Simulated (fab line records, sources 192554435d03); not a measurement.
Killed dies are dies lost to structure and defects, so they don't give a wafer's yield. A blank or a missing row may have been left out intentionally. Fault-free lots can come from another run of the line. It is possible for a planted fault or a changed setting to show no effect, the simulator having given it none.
Matching of chambers / flow n5_finfet / N5_BEOL_M1_STRIP_19 on rie_diel-04 has 4 sister chambers
The step strips in O2. 4 wafers are shown with their chamber, then 7 later ones without.

== WAFERS WITH THEIR CHAMBER ==
wafer=L082.2; chamber=0; showerhead_plenum_p_Torr (Torr)=1.97
wafer=L082.5; chamber=3; showerhead_plenum_p_Torr (Torr)=2.20
wafer=L090.1; chamber=2; showerhead_plenum_p_Torr (Torr)=2.09
wafer=L090.5; chamber=1; showerhead_plenum_p_Torr (Torr)=2.17

== WAFERS WITH NO CHAMBER GIVEN ==
wafer=L090.6; showerhead_plenum_p_Torr (Torr)=2.09
wafer=L093.3; showerhead_plenum_p_Torr (Torr)=2.19
wafer=L093.5; showerhead_plenum_p_Torr (Torr)=1.96
wafer=L093.6; showerhead_plenum_p_Torr (Torr)=2.17
wafer=L094.2; showerhead_plenum_p_Torr (Torr)=2.19
wafer=L094.5; showerhead_plenum_p_Torr (Torr)=1.96
wafer=L094.6; showerhead_plenum_p_Torr (Torr)=2.17

== THE CHAMBER EACH PASSED THROUGH ==
wafer=L090.6; from the rows above=2; in truth=2
wafer=L093.3; from the rows above=can't be placed: 3 or 1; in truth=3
wafer=L093.5; from the rows above=0; in truth=0
wafer=L093.6; from the rows above=1; in truth=1
wafer=L094.2; from the rows above=can't be placed: 3 or 1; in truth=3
wafer=L094.5; from the rows above=0; in truth=0
wafer=L094.6; from the rows above=1; in truth=1
Correct placement for 5 of the 7. Unplaceable from these rows: 2, with the true chamber sitting among the candidates in 2. Number placed wrongly: 0.
How it was worked out, from the rows above alone: a wafer's distance from a chamber is the root of the sum, over the readings, of the square of ((its reading less the chamber's mean) divided by the reading's scatter). If the next closest chamber is less than 2 further off than the closest, the wafer can't be placed; otherwise it belongs to the closest. The mean given for a chamber averages the wafers shown for that chamber. The scatter (one wafer shown for each chamber): square how far every hidden wafer sits from the nearest shown wafer, average those squares and take the square root.
